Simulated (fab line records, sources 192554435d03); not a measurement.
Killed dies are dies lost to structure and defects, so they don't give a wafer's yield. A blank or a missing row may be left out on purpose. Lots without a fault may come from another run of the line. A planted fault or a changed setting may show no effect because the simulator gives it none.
fab line records | flow n5_finfet
record lots=4 wafers=12 last_day=16
route steps=1938 shown BEOL_M15@1807 PASS1_DEP@1831 MIM_BOT@1832 MIM_TOP@1834 MIM_TOP_LITHO@1839 PASSIVATION@1936
lots that met no fault: from a run of the same line without faults
start_h: hours from the record's first day to the start of the lot's first wafer shown | wait_h: hours since the lot's step before | " the same as in the row above | L1.1+2: a row that stands for several wafers | - no value, or no start given | * or withheld: withheld | < > ~ a bound
route shown NAME@n: a module of which the file shows steps, and the number in the route of the first | usual: mean/standard deviation of fault-free wafers | same: alike in all rows | chamber/n: place in a boat | sites: the reading at each site | _std_site: their standard deviation | _edge_site: outer sites' mean less inner sites' | radius_mm: how far each site lies from the wafer's centre | mask NAME#n: copy n | behind: the tool/chamber that last shaped the wafer | hold: why the lot was held/for how many hours/how that ended | device: the transistor (n, p or np) that didn't switch | end of line: the same wafers' tests at the end of the route | a step without rows: its recipe alone | killed: dies lost to structure and defects at the first sort, not the wafer's yield | map: a wafer's dies, x killed, . not, _ none there
set.NAME: the setting as run; set.NAME@STEP: as run at that earlier step | model.NAME: the simulator's own value behind a step, which no gauge read
lots at some steps of the route; a table a step, a row a wafer
## steps
# step N5_BEOL_M15_DESCUM_33
# recipe chemistry=O2 time_s=7.9 source_power_w=50 bias_power_w=20 pressure_mtorr=20 rf_frequency_hz=2.712e+07 temp_c=40 o2_flow_sccm=225
# step N5_BEOL_M15_ETCH_61
# recipe chemistry=N2/H2 target=BARC target_depth_a=890 overetch_a=267 time_s=67.9 ion_energy_ev=200 pressure_mtorr=30 source_w=840 bias_w=150 n2_flow_sccm=200 h2_flow_sccm=200
# step N5_BEOL_M15_TRENCH_ETCH_34
# recipe chemistry=C4F8/O2/Ar target=SiO2 target_depth_a=8729.3 he_inner_torr=15 he_outer_torr=30 time_s=199 ion_energy_ev=800 pressure_mtorr=20 source_w=1905 bias_w=2040 Ar_flow_sccm=400 C4F8_flow_sccm=16 O2_flow_sccm=12
# step N5_BEOL_M15_STRIP_36
# recipe chemistry=O2 power_w=600 temp_c=60 pressure_mtorr=30 rf_frequency_hz=6e+07 bias_power_w=0 overash_fraction=0.3 o2_flow_sccm=225
# step N5_BEOL_M15_STRIP_62
# recipe chemistry=O2 power_w=600 temp_c=60 pressure_mtorr=30 rf_frequency_hz=6e+07 bias_power_w=0 overash_fraction=0.3 o2_flow_sccm=225
# step N5_BEOL_M15_STRIP_37
# recipe chemistry=O2 power_w=600 temp_c=60 pressure_mtorr=30 rf_frequency_hz=6e+07 bias_power_w=0 overash_fraction=0.3 o2_flow_sccm=225
# step N5_BEOL_M15_ETCH_38
# recipe chemistry=CF4/N2 target=SiCN target_depth_a=1064 taper_deg=2 time_s=120.5 ion_energy_ev=150 mask_material=SiO2 pressure_mtorr=40 source_w=430 bias_w=70 Ar_flow_sccm=100 cf4_flow_sccm=60 n2_flow_sccm=60
# step N5_BEOL_M15_PRECLEAN_39
# recipe chemistry=residue_remover time_s=60 temp_c=40
# step N5_BEOL_M15_SRD_40
# recipe time_s=30 temp_c=23 rinse_liquid=diw dry=n2_spin spin_rpm=1500 dry_time_s=30
# step N5_BEOL_M15_DEGAS_41
# recipe ambient=vacuum temp_c=300 time_s=60
# step N5_BEOL_M15_PRE_CLEAN_42
# recipe gas=H2/He time_s=30 temp_c=300
# usual heater_power_w=462/33
# columns lot.wafer tool chamber start_h wait_h heater_power_w
L775.1 pvd_sputter-01 - 255.27 0.0 520
L775.4 " - " " 476
L775.6 " - " " 482
L789.3 pvd_sputter-01 - 355.71 0.0 460
L789.5 " - " " 479
L789.6 " - " " 471
L793.1 pvd_sputter-03 - 356.47 0.0 423
L793.5 " - " " 445
L793.6 " - " " 461
L792.1 pvd_sputter-01 - 362.82 0.0 484
L792.3 " - " " 479
L792.5 " - " " 474
# step N5_BEOL_M15_SPUTTER_43
# recipe material=TaN target_thk_a=150 temp_c=50 bias_v=168.6 power_w=15000 chamber_pressure_pa=0.12 time_s=24.19
# step N5_BEOL_M15_SPUTTER_44
# recipe material=Ta target_thk_a=150 temp_c=50 bias_v=80 power_w=15000 chamber_pressure_pa=0.07 time_s=24.19
# step N5_BEOL_M15_SPUTTER_45
# recipe material=Cu target_thk_a=1000 temp_c=-20 bias_v=60 power_w=26000 chamber_pressure_pa=0.13 time_s=16.67
# step N5_BEOL_M15_ECD_47
# recipe material=Cu target_thk_a=18600
# step N5_BEOL_M15_ANNEAL_48
# recipe temp_c=225 time_s=90 ambient=N2
# step N5_BEOL_M15_CMP_49
# recipe stop_on=SiO2 t_overpolish_s=4.9 down_force_psi=2 platen_rpm=80 clearing_platen_down_force_psi=2 clearing_platen_rpm=80 post_cmp_clean=cu_alkaline target_thk_nm=850 clearing_platen_pad_velocity_m_s=1.5917 pad_velocity_m_s=1.5917
# step N5_BEOL_M15_PRE_CLEAN_52
# recipe gas=NH3 time_s=15 temp_c=withheld rf_power_w=300
# step N5_BEOL_M15_DEP_53
# recipe material=SiCN target_thk_a=500 temp_c=withheld precursor=3MS/NH3 pressure_torr=3 rf_w=675 time_s=17.8
# step N5_PASSIVATION_PECVD_00
# recipe material=SiO2 target_thk_a=2000 temp_c=400 precursor=SiH4/N2O pressure_torr=2.7 rf_w=608 time_s=11.2
# step N5_MIM_BOT_DEGAS_01
# recipe ambient=vacuum temp_c=300 time_s=60
# step N5_MIM_BOT_SPUTTER_00
# recipe material=TiN target_thk_a=350 temp_c=200 power_w=3000 chamber_pressure_pa=0.49996 gas=Ar reactive_partial_pa=0.37997 time_s=89.7
# step N5_MIM_TOP_ALD_00
# recipe material=Al2O3 target_thk_a=* temp_c=withheld ald_precursor_family=TMA ald_co_reactant=O3 pulse_time_s=withheld purge_time_s=3 co_reactant_purge_time_s=withheld co_reactant_pulse_time_s=3 ald_cycles=withheld
# step N5_MIM_TOP_ALD_01
# recipe material=HfO2 target_thk_a=56 temp_c=withheld ald_precursor_family=Hf-amide ald_co_reactant=O3 pulse_time_s=1 purge_time_s=3 co_reactant_purge_time_s=2 co_reactant_pulse_time_s=3 ald_cycles=62
# step N5_MIM_TOP_ALD_02
# recipe material=Al2O3 target_thk_a=* temp_c=withheld ald_precursor_family=TMA ald_co_reactant=O3 pulse_time_s=withheld purge_time_s=3 co_reactant_purge_time_s=withheld co_reactant_pulse_time_s=3 ald_cycles=withheld
# step N5_MIM_TOP_DEGAS_04
# recipe ambient=vacuum temp_c=300 time_s=60
# step N5_MIM_TOP_SPUTTER_03
# recipe material=TiN target_thk_a=350 temp_c=200 power_w=3000 chamber_pressure_pa=0.49996 gas=Ar reactive_partial_pa=0.37997 time_s=89.7
# step N5_MIM_TOP_LITHO_HMDS_01
# recipe time_s=60 temp_c=120
# step N5_MIM_TOP_LITHO_COAT_02
# recipe spin_rpm=* resist_thk_nm=*
# step N5_MIM_TOP_LITHO_EBR_04
# recipe solvent=PGMEA ebr_width_mm=1.5
# step N5_MIM_TOP_LITHO_SOFTBAKE_03
# recipe temp_c=100 time_s=90
# step N5_MIM_TOP_LITHO_EXPOSE_05
# recipe mask_id=MIM_TOP na=0.55 source_shape=conventional sigma_outer=0.8 polarization=unpolarized target_cd_nm=2000 dose_mj=20.5
# step N5_MIM_TOP_LITHO_PEB_06
# recipe peb_temp_c=withheld peb_time_s=*
# step N5_MIM_TOP_LITHO_DEVELOP_07
# recipe develop_time_s=60 rinse_liquid=diw dry=air_spin dev_temp_c=21
# step N5_MIM_TOP_LITHO_HARDBAKE_09
# recipe temp_c=130 time_s=120
# step N5_PASSIVATION_PROBE_49
# usual defect_limited_yield=91.3/1.3 killed_at_M0_to_M3=35/13 killed_at_M4_up=13/5.2 killed_at_contacts=12/6.2 killed_at_front_end=39/9.6 killed_at_other=3.1/2.6 killed_dies=102/16 killed_open=68/13 killed_short=33/6.9 sort_bin_5_function=5.1/0.87 sort_bin_6_memory=3.3/0.67 sort_n_pass=1078/16 sort_yield_pct=91.3/1.3
# same gross_dies=1180 killed_at_back_side=0 sort_bin_4_leakage[%]=0 sort_bin_8_speed[%]=0
# columns lot.wafer tool chamber start_h wait_h defect_limited_yield[%] killed_at_M0_to_M3 killed_at_M4_up killed_at_contacts killed_at_front_end killed_at_other killed_dies killed_open killed_short sort_bin_5_function[%] sort_bin_6_memory[%] sort_n_pass sort_yield_pct[%]
L789.3 prober-01 - 373.02 0.1 89.2 19 59 9 41 0 128 55 19 7.1 2.5 1052 89.2
L789.5 prober-01 - 373.12 0.2 83.0 21 129 16 35 0 201 56 24 11.2 4.4 979 83.0
L789.6 prober-01 - 373.17 0.3 85.8 34 72 15 46 1 168 71 34 8.7 4.4 1012 85.8
L793.5 prober-02 - 374.92 0.2 89.0 34 11 14 65 6 130 88 39 6.7 3.9 1050 89.0
L793.6 prober-02 - 374.97 0.3 90.1 26 7 24 57 3 117 90 27 5.4 4.2 1063 90.1
L792.1 prober-02 - 377.62 0.0 83.0 47 111 11 31 1 201 71 31 10.9 4.4 979 83.0
L792.3 prober-02 - 377.72 0.1 87.4 44 59 11 32 3 149 62 28 7.1 4.0 1031 87.4
L792.5 prober-02 - 377.82 0.2 83.6 23 125 7 38 1 194 54 23 10.8 4.0 986 83.6
# killed by level:class
L789.3 BEOL_M15:unspecified=53 STI_FIN_REVEAL:geometric_particle:open=11 MOL_CONTACT_COAG:geometric_particle:open=8 FIN_SAQP:geometric_particle:open=7 DUMMY_GATE:geometric_particle:open=5 BEOL_M2:geometric_particle:open=5 FIN_SAQP:geometric_particle:short=4 BEOL_M0_SAQP:geometric_particle:open=3
L789.5 BEOL_M15:unspecified=117 MOL_CONTACT_COAG:geometric_particle:open=13 FIN_SAQP:geometric_particle:open=9 BEOL_M2:geometric_particle:open=7 DUMMY_GATE:geometric_particle:open=4 ILD0:geometric_particle:short=4 BEOL_M0_SAQP:geometric_particle:short=4 BEOL_M0_SAQP:geometric_particle:open=4
L789.6 BEOL_M15:unspecified=62 FIN_SAQP:geometric_particle:open=14 MOL_CONTACT_COAG:geometric_particle:open=11 FIN_SAQP:geometric_particle:short=10 BEOL_M2:geometric_particle:open=10 BEOL_M3:geometric_particle:open=10 STI_FIN_REVEAL:geometric_particle:open=5 MOL_CONTACT_COAG:geometric_particle:short=4
L793.5 FIN_SAQP:geometric_particle:open=18 STI_FIN_REVEAL:geometric_particle:open=17 MOL_CONTACT_COAG:geometric_particle:open=11 FIN_SAQP:geometric_particle:short=9 BEOL_M2:geometric_particle:open=9 BEOL_M1:geometric_particle:open=7 STI_FIN_REVEAL:geometric_particle:short=5 DUMMY_GATE:geometric_particle:open=5
L793.6 FIN_SAQP:geometric_particle:open=24 MOL_CONTACT_COAG:geometric_particle:open=18 STI_FIN_REVEAL:geometric_particle:open=10 FIN_SAQP:geometric_particle:short=7 MOL_CONTACT_COAG:geometric_particle:short=6 BEOL_M0_SAQP:geometric_particle:open=6 BEOL_M1:geometric_particle:open=6 DUMMY_GATE:geometric_particle:open=5
L792.1 BEOL_M15:unspecified=99 BEOL_M3:geometric_particle:open=17 MOL_CONTACT_COAG:geometric_particle:open=10 GATE_CUT:geometric_particle:open=7 BEOL_M0_SAQP:geometric_particle:open=7 BEOL_M0_SAQP:geometric_particle:short=7 BEOL_M2:geometric_particle:open=7 STI_FIN_REVEAL:geometric_particle:open=5
L792.3 BEOL_M15:unspecified=53 BEOL_M2:geometric_particle:open=11 BEOL_M3:geometric_particle:open=10 MOL_CONTACT_COAG:geometric_particle:open=10 BEOL_M0_SAQP:geometric_particle:short=9 FIN_SAQP:geometric_particle:open=6 BEOL_M0_SAQP:geometric_particle:open=6 HKMG_FIN:area_etch=6
L792.5 BEOL_M15:unspecified=116 STI_FIN_REVEAL:geometric_particle:open=12 MOL_CONTACT_COAG:geometric_particle:open=7 BEOL_M2:geometric_particle:open=5 DUMMY_GATE:geometric_particle:open=5 STI_FIN_REVEAL:geometric_particle:short=4 GATE_CUT:geometric_particle:short=4 BEOL_M0_SAQP:geometric_particle:short=4
# map L789.5 (x killed, . not)
_________________.........x..________________
______________.x................_____________
___________...x.................x..__________
__________.x......x.......x........._________
________................xx......x.x..._______
_______...............x.......x...x....______
______............x.xxxxx..x............_____
_____..............xxxxxxxxx......x......____
____...........x.xxxxxxxxxxxx..x....xxx...___
___.x..........x.xxxxxxxxxxxxx.............__
___......x..x...x.xxxxxxxxxx...............__
__....x........x.xxxxxxxxxxxx..x......x...x._
__.............x.xxxxxxxxxxx.x.............._
_........x.....x.x..xxxxxxx.xx...............
_................xxxxxxxxxxx...x.xx..........
_x............xx.xxxxxxx.xx.x...........x..x.
_.......x.........x..x..xx...................
_.......x.........x....x.x...................
_.x....x.........x................x..x...x.x.
_.........x.........x......x..x..............
_..............x............xx..............x
__...x...x............................x....._
__...x..x...................x..x..x.x......x_
___.......x.......x.x......................__
___....x............x......................__
____..............x...........x.........x.___
_____..........xx........................____
______....................x............._____
_______......x.......................x.______
________....x..x........x............._______
__________.........x..x............._________
___________...x....................__________
______________.x................_____________
_________________............________________
# map L792.1 (x killed, . not)
_________________.x..........________________
______________..x..............._____________
___________................x.......__________
__________....x.x..................._________
________..x........................x.._______
_______.x...x...x..x..............x.xxx______
______...................x.x............_____
_____...................x.xxx....x.......____
____.................x..xxxx...x..x.......___
___...x..x.............xxx.x.xx..x..x......__
___...................xxxxxxxxxxx..x....x..__
__..................x.xxxxxxxxxxx.......x..._
__...........x....x...xxxxxxxxxxxx..x...x..._
_..................x.xxxxxxxxxxxxxx.....x....
_.....x......x..x.xx..xxxxxxxxxxx...x....x...
_x..........x.x.x....x.xxxxxxxx...........x..
_...x...........x..x..xx.xxxxx.x..x..x...x...
_......x.x............x..xxxxxx..............
_.........................x.xx...............
_.........xx...............x...x.............
_......x.......x...........................x.
__......x...............xx.x.x........x....._
__.........x.....x...........x.............._
___........................................__
___.x....x.....................x...........__
____..........x.x......................x..___
_____.........x.......x........x........x____
______.........x...........x.....x......_____
_______x......x.....x..x...............______
________x..x..x......................._______
__________x...xx..x..x.xxx........x._________
___________........................__________
______________.................._____________
_________________.....x......________________
## key
first_sign step=N5_PASSIVATION_PROBE_49 reading=killed_at_M4_up direction=up sigmas=15 usual=13 struck=92
effect step=N5_PASSIVATION_PROBE_49 reading=killed_dies direction=up sigmas=4.5 usual=102 struck=174
more_kills_born_at N5_BEOL_M15_PRE_CLEAN_42@pvd_sputter-01=500
met_at N5_BEOL_M15_PRE_CLEAN_42
struck_wafers L789.3,L789.5,L789.6,L792.1,L792.3,L792.5
onset_between 255.27 355.71
fault kind=chamber_particle_source tool=pvd_sputter-01 chamber=- onset_h=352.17 steps=N5_BEOL_M15_PRE_CLEAN_42 rate_per_visit_cm2=0.5017 end_h=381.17
